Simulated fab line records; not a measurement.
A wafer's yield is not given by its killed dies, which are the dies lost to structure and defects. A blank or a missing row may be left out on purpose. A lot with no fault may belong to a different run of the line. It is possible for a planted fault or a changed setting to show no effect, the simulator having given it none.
Which tool did it? | flow n5-finfet | 24 lots with 72 wafers sampled at 4 steps, on a route of 1938 steps

WHAT THE GAUGES SHOWED, per wafer
N5_BEOL_M5_THK_MEAS_01. Usual: for M5_ILD_THK the level is 121.1 nm and the standard deviation is 1.4.
lot  | measured     | on            | M5_ILD_THK (nm)   | flag
L074 | day 7 15:49  | film-metro-01 | 120.5 120.8 124.0 |
L076 | day 7 22:26  | film-metro-01 | 119.0 120.9 122.6 |
L075 | day 8 09:47  | film-metro-02 | 122.2 122.4 121.0 |
L077 | day 8 21:13  | film-metro-02 | 121.8 122.7 122.5 |
L078 | day 9 09:25  | film-metro-02 | 120.9 119.7 122.4 |
L079 | day 9 15:46  | film-metro-01 | 120.3 121.8 121.8 |
L080 | day 10 02:10 | film-metro-01 | 119.9 121.7 120.5 |
L083 | day 10 10:14 | film-metro-01 | 120.3 122.3 122.8 |
L082 | day 10 18:46 | film-metro-01 | 119.1 121.8 120.1 |
L081 | day 10 18:52 | film-metro-01 | 121.0 122.2 120.1 |
L084 | day 11 06:28 | film-metro-02 | 119.7 119.3 123.4 |
L085 | day 11 15:07 | film-metro-01 | 117.6 120.0 119.5 |
L086 | day 11 22:46 | film-metro-02 | 123.1 121.2 123.1 |
L089 | day 12 02:53 | film-metro-01 | 122.7 122.0 121.3 |
L087 | day 12 05:35 | film-metro-02 | 119.5 121.1 121.7 |
L088 | day 12 11:22 | film-metro-01 | 120.5 120.4 123.3 |
L090 | day 12 18:15 | film-metro-02 | 121.0 120.6 122.8 |
L092 | day 12 20:07 | film-metro-01 | 119.1 120.8 121.3 |
L093 | day 12 22:29 | film-metro-01 | 120.7 122.5 123.2 |
L091 | day 13 05:56 | film-metro-01 | 118.9 119.7 122.2 |
L094 | day 13 17:16 | film-metro-01 | 119.8 120.5 120.8 |
L095 | day 13 21:50 | film-metro-01 | 120.3 120.7 122.0 |
L097 | day 14 12:19 | film-metro-01 | 118.9 119.4 120.2 |
L096 | day 14 18:35 | film-metro-01 | 120.3 120.8 121.0 |

N5_BEOL_M5_OVL_MEAS_12. Usual: for M5_OVL the level is -0.2 nm and the standard deviation is 0.64.
lot  | measured     | on         | M5_OVL (nm)    | flag
L074 | day 7 16:53  | overlay-02 | 0.8 0.8 0.5    |
L076 | day 8 00:00  | overlay-01 | 0.1 0.6 0.3    |
L075 | day 8 10:34  | overlay-01 | -0.4 -0.1 -0.6 |
L077 | day 8 23:26  | overlay-01 | 0.4 -0.3 -0.5  |
L078 | day 9 11:46  | overlay-01 | -0.5 -0.4 -0.5 |
L079 | day 9 19:11  | overlay-02 | -1.0 -0.4 -1.5 |
L080 | day 10 03:37 | overlay-02 | 0.0 0.0 0.4    |
L083 | day 10 12:28 | overlay-01 | 0.3 1.0 -0.5   |
L082 | day 10 22:36 | overlay-02 | 1.0 1.2 0.6    |
L081 | day 10 22:45 | overlay-02 | -1.0 -0.5 -0.2 |
L084 | day 11 08:54 | overlay-02 | -0.7 -1.2 -0.6 |
L085 | day 11 16:58 | overlay-02 | -0.7 -0.4 -0.9 |
L086 | day 12 00:38 | overlay-02 | 0.6 0.3 0.5    |
L089 | day 12 04:11 | overlay-02 | 1.0 0.2 0.4    |
L087 | day 12 08:22 | overlay-01 | -0.2 0.0 -0.1  |
L088 | day 12 12:58 | overlay-02 | 0.2 -0.4 -0.1  |
L090 | day 12 19:38 | overlay-01 | 0.4 0.4 0.1    |
L092 | day 12 21:46 | overlay-01 | -0.1 -0.3 -0.4 |
L093 | day 13 00:51 | overlay-02 | -0.3 -0.1 -0.4 |
L091 | day 13 07:13 | overlay-01 | -0.6 0.4 -0.2  |
L094 | day 13 18:50 | overlay-02 | -0.6 -0.9 0.1  |
L095 | day 13 23:11 | overlay-01 | -1.5 0.3 -0.6  |
L097 | day 14 13:53 | overlay-02 | -0.7 -2.0 -0.8 |
L096 | day 14 21:29 | overlay-02 | -0.4 -1.0 -1.3 |

N5_BEOL_M5_INSPECT_13: inspects for defects (brightfield). Usual: raw-defect-count 474, standard deviation 110.
lot  | measured     | on                | raw-defect-count | flag
L074 | day 7 16:56  | defect-inspect-01 | 697 723 582      |
L076 | day 8 00:04  | defect-inspect-01 | 488 599 333      |
L075 | day 8 10:36  | defect-inspect-02 | 400 424 420      |
L077 | day 8 23:28  | defect-inspect-02 | 354 324 375      |
L078 | day 9 11:49  | defect-inspect-02 | 462 445 373      |
L079 | day 9 19:14  | defect-inspect-01 | 262 265 329      |
L080 | day 10 03:41 | defect-inspect-01 | 495 449 466      |
L083 | day 10 12:31 | defect-inspect-01 | 368 338 468      |
L082 | day 10 22:40 | defect-inspect-02 | 682 686 450      |
L081 | day 10 22:48 | defect-inspect-02 | 578 445 445      |
L084 | day 11 08:58 | defect-inspect-01 | 623 480 485      |
L085 | day 11 17:01 | defect-inspect-02 | 489 678 431      |
L086 | day 12 00:41 | defect-inspect-02 | 784 477 555      |
L089 | day 12 04:14 | defect-inspect-02 | 558 434 404      |
L087 | day 12 08:25 | defect-inspect-02 | 418 504 386      |
L088 | day 12 13:01 | defect-inspect-02 | 417 502 519      |
L090 | day 12 19:41 | defect-inspect-02 | 550 585 483      |
L092 | day 12 21:49 | defect-inspect-01 | 608 563 509      |
L093 | day 13 00:55 | defect-inspect-02 | 449 382 451      |
L091 | day 13 07:17 | defect-inspect-01 | 316 336 528      |
L094 | day 13 18:55 | defect-inspect-02 | 388 497 402      |
L095 | day 13 23:14 | defect-inspect-01 | 450 529 530      |
L097 | day 14 13:56 | defect-inspect-02 | 440 522 484      |
L096 | day 14 21:31 | defect-inspect-01 | 412 353 549      |

WHAT TOOL EACH LOT RAN ON (gives the tool, then ch and the chambers of the sampled wafers, and finally the start)
lot  | N5_BEOL_M5_PECVD_70
L074 | pecvd-01 ch 0,1,2, day 7 15:50
L076 | pecvd-01 ch 1,2, day 7 22:28
L075 | pecvd-01 ch 0,1,2, day 8 09:50
L077 | pecvd-02 ch 0,1,2, day 8 21:17
L078 | pecvd-03 ch 0,2, day 9 09:27
L079 | pecvd-02 ch 0,1, day 9 15:48
L080 | pecvd-03 ch 0,1,2, day 10 02:12
L083 | pecvd-02 ch 0,1, day 10 10:17
L082 | pecvd-01 ch 0,2, day 10 18:48
L081 | pecvd-02 ch 1,2, day 10 18:54
L084 | pecvd-03 ch 0,2, day 11 06:29
L085 | pecvd-01 ch 0,1,2, day 11 15:09
L086 | pecvd-02 ch 0,1,2, day 11 22:49
L089 | pecvd-01 ch 0,2, day 12 02:55
L087 | pecvd-02 ch 0,2, day 12 05:37
L088 | pecvd-02 ch 0,1,2, day 12 11:25
L090 | pecvd-02 ch 1,2, day 12 18:17
L092 | pecvd-01 ch 0,2, day 12 20:08
L093 | pecvd-03 ch 0,1, day 12 22:31
L091 | pecvd-01 ch 0,1, day 13 05:59
L094 | pecvd-03 ch 0,1,2, day 13 17:19
L095 | pecvd-01 ch 0,1, day 13 21:53
L097 | pecvd-03 ch 0,1, day 14 12:21
L096 | pecvd-03 ch 0,1,2, day 14 18:38
- N5_BEOL_M5_PECVD_70: deposits SiO2 from TEOS/O2, target thk 16 nm, time 18 s.

WHAT THE TOOLS THEMSELVES READ (means of the sampled wafers that have a number; where no wafer has one, the mark that the record gives instead)
N5_BEOL_M5_PECVD_70. Usual: heater-power-w 654 W, standard deviation 110; showerhead-plenum-p-Torr 8.75 Torr, standard deviation 0.045; throttle-valve-pct 22.6 %, standard deviation 1.1.
lot  | tool     | heater-power-w (W) | showerhead-plenum-p-Torr (Torr) | throttle-valve-pct (%) | flag
L074 | pecvd-01 | 607                | 8.75                            | 22.0                   |
L076 | pecvd-01 | 599                | 8.77                            | 22.4                   |
L075 | pecvd-01 | 623                | 8.76                            | 22.0                   |
L077 | pecvd-02 | 607                | 8.74                            | 22.3                   |
L078 | pecvd-03 | 838                | 8.76                            | 22.7                   |
L079 | pecvd-02 | 601                | 8.79                            | 22.3                   |
L080 | pecvd-03 | 776                | 8.75                            | 23.2                   |
L083 | pecvd-02 | 661                | 8.78                            | 22.6                   |
L082 | pecvd-01 | 664                | 8.72                            | 21.4                   |
L081 | pecvd-02 | 583                | 8.67                            | 22.0                   |
L084 | pecvd-03 | 716                | 8.76                            | 23.8                   |
L085 | pecvd-01 | 586                | 8.76                            | 22.1                   |
L086 | pecvd-02 | 544                | 8.74                            | 22.2                   |
L089 | pecvd-01 | 556                | 8.75                            | 22.0                   |
L087 | pecvd-02 | 596                | 8.75                            | 21.7                   |
L088 | pecvd-02 | 605                | 8.73                            | 22.2                   |
L090 | pecvd-02 | 574                | 8.68                            | 22.2                   |
L092 | pecvd-01 | 554                | 8.76                            | 22.1                   |
L093 | pecvd-03 | 666                | 8.76                            | 24.1                   |
L091 | pecvd-01 | 597                | 8.76                            | 22.4                   |
L094 | pecvd-03 | 757                | 8.78                            | 23.3                   |
L095 | pecvd-01 | 655                | 8.74                            | 21.7                   |
L097 | pecvd-03 | 736                | 8.76                            | 23.7                   |
L096 | pecvd-03 | 774                | 8.77                            | 23.2                   |

THE ANSWER, worked out from the rows above alone
Rule: lot off if the mean of its wafers having a number is beyond 3 standard deviations from the usual mean. A lot without any number at a reading at which 4 lots or more have one is off too. All remaining lots with rows at the step are treated as sound. After the gauges, taken in route order, come the tools' own readings; for these a lot's mean is taken, as printed above. The first step at which some lot is off is used, and at that step the reading that is off furthest; a lot without a number counts as furthest.
No lot is off at any reading shown: from this, nothing can be told.

WHAT WAS PUT IN BY THE SIMULATOR
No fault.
